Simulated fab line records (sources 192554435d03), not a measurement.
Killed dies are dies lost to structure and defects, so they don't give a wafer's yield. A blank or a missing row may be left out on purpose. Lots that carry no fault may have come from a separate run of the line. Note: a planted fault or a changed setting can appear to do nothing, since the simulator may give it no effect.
Which of the tools did it? -- flow n5-finfet -- Sampling: 9 lots, 27 wafers, 7 of 1938 route steps

WHAT THE GAUGES SHOWED, per wafer
N5_MOL_CONTACT_COAG_CD_MEAS_40: target cd 25.1 nm.
lot,measured,on,cd-nm (nm)
L354,day 5 16:34,cd-sem-01,25.10 25.23 24.87
L355,day 5 22:01,cd-sem-03,25.05 25.17 25.04
L356,day 6 04:03,cd-sem-03,25.12 25.34 25.19
L358,day 6 17:48,cd-sem-03,25.21 25.04 25.30
L363,day 8 00:40,cd-sem-01,25.19 25.23 25.10
L368,day 9 02:38,cd-sem-03,24.76 24.82 25.15
L371,day 9 19:43,cd-sem-02,25.23 25.26 25.46
L372,day 10 08:17,cd-sem-02,24.60 25.05 25.31
L373,day 10 10:31,cd-sem-01,24.87 24.94 25.02

N5_MOL_CONTACT_COAG_THK_MEAS_53.
lot,measured,on,VIA_MOL_THK (nm)
L354,day 5 18:24,film-metro-02,43.8 44.2 44.6
L355,day 6 01:10,film-metro-01,43.6 43.4 43.9
L356,day 6 05:56,film-metro-02,43.5 43.2 43.9
L358,day 6 19:29,film-metro-01,44.4 44.5 44.3
L363,day 8 02:53,film-metro-01,43.5 43.8 44.2
L368,day 9 04:36,film-metro-02,43.5 43.0 43.9
L371,day 9 21:27,film-metro-01,- - -
L372,day 10 10:17,film-metro-02,- - -
L373,day 10 12:13,film-metro-02,- - -

N5_MOL_CONTACT_COAG_INSPECT_97: inspects for defects (darkfield).
lot,measured,on,raw-defect-count
L354,day 5 22:49,defect-inspect-02,75 32 27
L355,day 6 21:30,defect-inspect-02,59 23 42
L356,day 6 21:47,defect-inspect-02,40 50 38
L358,day 7 00:29,defect-inspect-02,62 82 51
L363,day 8 05:56,defect-inspect-01,43 42 63
L368,day 9 07:53,defect-inspect-02,71 42 35
L371,day 10 02:52,defect-inspect-02,1286 1238 1355
L372,day 10 13:22,defect-inspect-02,1204 1236 1160
L373,day 10 16:21,defect-inspect-02,1250 1268 1262

N5_BEOL_M4_RC_MEAS_101.
lot,measured,on,DIBL_N (mV/V),DIBL_P (mV/V),IOFF_N (nA/um),IOFF_P (nA/um),ION_N (uA/um),ION_P (uA/um),SS_N (mV/dec),SS_P (mV/dec),VT_N (mV),VT_P (mV)
L354,day 8 00:16,prober-01,35.3 34.6 35.5,35.9 34.8 35.3,0.161 0.154 0.159,0.22 0.20 0.22,685 675 682,471 462 471,71.8 71.3 72.4,73.3 73.1 72.5,252 250 252,-248 -248 -248
L355,day 9 00:37,prober-01,36.3 36.9 38.3,34.1 34.5 36.7,0.138 0.141 0.175,0.20 0.21 0.24,662 675 677,464 469 468,71.5 70.9 71.1,73.2 73.8 73.7,253 253 247,-248 -248 -248
L356,day 9 07:14,prober-01,36.3 35.4 36.7,37.7 38.2 37.9,0.161 0.152 0.165,0.19 0.20 0.19,686 674 671,464 463 461,71.5 71.5 71.0,72.9 72.6 73.1,250 252 250,-256 -254 -256
L358,day 9 11:45,prober-02,33.2 34.2 34.0,32.1 33.6 32.3,0.111 0.129 0.116,0.16 0.19 0.16,667 674 655,459 467 453,70.4 70.5 70.5,72.0 72.8 72.6,254 250 254,-256 -250 -253
L363,day 10 15:32,prober-01,35.1 35.3 34.7,34.7 35.3 34.5,0.135 0.146 0.150,0.18 0.18 0.18,666 673 697,458 456 468,71.8 71.5 70.6,71.9 72.5 72.7,252 249 248,-251 -251 -251
L368,day 11 22:31,prober-01,37.7 34.0 33.2,38.3 33.9 32.5,0.189 0.121 0.106,0.22 0.17 0.14,685 668 656,463 460 452,71.8 71.3 70.4,74.0 72.1 72.6,249 255 255,-252 -254 -257

TOOL THAT RAN EACH LOT (tool first, then ch and the chambers of the sampled wafers, then the start)
lot,N5_MOL_CONTACT_COAG_STRIP_49,N5_MOL_CONTACT_COAG_CMP_52,N5_BEOL_M0_SAQP_PECVD_96
L354,"plasma-asher-01 ch 1, day 5 17:23","cmp-01 ch 0,1,2, day 5 18:11","pecvd-01 ch 1,2, day 5 23:22"
L355,"plasma-asher-02 ch 0,1, day 6 00:16","cmp-04 ch 0,1,2, day 6 00:54","pecvd-03 ch 1,2, day 6 22:13"
L356,"plasma-asher-02 ch 0,1, day 6 05:02","cmp-02 ch 1,2, day 6 05:38","pecvd-01 ch 0,1,2, day 6 22:20"
L358,"plasma-asher-02 ch 0, day 6 18:36","cmp-02 ch 0,2,3, day 6 19:16","pecvd-02 ch 0,1,2, day 7 01:34"
L363,"plasma-asher-01 ch 0,1, day 8 01:59","cmp-02 ch 0,1,2, day 8 02:35","pecvd-02 ch 0,1,2, day 8 06:50"
L368,"plasma-asher-02 ch 0,1, day 9 03:43","cmp-04 ch 0,1,3, day 9 04:19","pecvd-01 ch 0,2, day 9 11:17"
L371,"plasma-asher-01 ch 0,1, day 9 20:33","cmp-01 ch 0,2,3, day 9 21:14",-
L372,"plasma-asher-01 ch 0,1, day 10 09:24","cmp-01 ch 0,1,2, day 10 10:04",-
L373,"plasma-asher-02 ch 0,1, day 10 11:19","cmp-02 ch 0,1, day 10 11:55",-
- N5_MOL_CONTACT_COAG_STRIP_49: strips in N2/H2, time 30 s.
- N5_MOL_CONTACT_COAG_CMP_52: polishes, stops on SiO2, t overpolish 1.5 s, target thk 66.5 nm.
- N5_BEOL_M0_SAQP_PECVD_96: deposits a-Si from SiH4/He, target thk 45 nm, time 45.2 s.

AS READ BY THE TOOLS THEMSELVES (means over the sampled wafers that have a number; for cases with no such wafer, the mark the record gives instead)
N5_MOL_CONTACT_COAG_STRIP_49.
lot,tool,drypump-motor-current-A (A),heater-power-w (W)
L354,plasma-asher-01,5.57,373
L355,plasma-asher-02,5.38,321
L356,plasma-asher-02,5.46,351
L358,plasma-asher-02,5.51,380
L363,plasma-asher-01,5.45,361
L368,plasma-asher-02,5.44,348
L371,plasma-asher-01,5.30,339
L372,plasma-asher-01,5.44,361
L373,plasma-asher-02,5.45,345

N5_MOL_CONTACT_COAG_CMP_52.
lot,tool,edge-zone-pressure-frac,head-pressure-psi (psi),motor-current-A (A),overpolish-run-s (s),time-to-endpoint-s (s)
L354,cmp-01,1.002,4.012,11.5,1.499,10.2
L355,cmp-04,0.997,3.999,11.6,1.498,11.6
L356,cmp-02,1.001,3.998,12.1,1.505,14.3
L358,cmp-02,1.001,4.008,11.9,1.497,10.4
L363,cmp-02,0.998,4.000,12.4,1.495,14.1
L368,cmp-04,0.993,4.004,13.1,1.493,11.6
L371,cmp-01,-,-,-,-,-
L372,cmp-01,-,-,-,-,-
L373,cmp-02,-,-,-,-,-

N5_BEOL_M0_SAQP_PECVD_96.
lot,tool,heater-power-w (W),showerhead-plenum-p-Torr (Torr),throttle-valve-pct (%)
L354,pecvd-01,700,5.72,18.5
L355,pecvd-03,595,5.69,17.6
L356,pecvd-01,617,5.69,18.2
L358,pecvd-02,641,5.68,18.4
L363,pecvd-02,625,5.67,18.6
L368,pecvd-01,595,5.66,17.8

THE ANSWER, worked out from the rows above alone
Rule: usual is defined by the lots themselves. The widest of any qualifying gaps counts: lots, ordered by their means at a reading, are off when they make up no more than a third of the lots, leave a main group of 4 or more, and stand apart from it by 3 or more times the standard deviation of that group's means. A main group is skipped when, at the precision printed for the reading in the tables above, its means are all equal. A lot without any number at a reading at which 4 lots or more have one is off too. Where the step has rows for the other lots, those lots are counted as sound. First the gauges in route order, then the tools' own readings, where a lot's mean is used as printed above. At the first step where some lot is off, the reading lying furthest off is the one used; lots without a number count as furthest.
Off: at N5_MOL_CONTACT_COAG_THK_MEAS_53 (VIA_MOL_THK), L371, L372, L373. Without a number there: L371, L372, L373. The main group: mean 43.8 nm, standard deviation 0.35.
A tool fits if, at a process step before that reading, it ran every lot that is off, and no sound lot after the first of them. Not tried: the gauges at N5_MOL_CONTACT_COAG_THK_MEAS_53; whatever is off there is also off at N5_MOL_CONTACT_COAG_INSPECT_97, on other tools, and gauge error can't account for it. No candidate that was tried fits.

WHAT THE SIMULATOR PUT IN
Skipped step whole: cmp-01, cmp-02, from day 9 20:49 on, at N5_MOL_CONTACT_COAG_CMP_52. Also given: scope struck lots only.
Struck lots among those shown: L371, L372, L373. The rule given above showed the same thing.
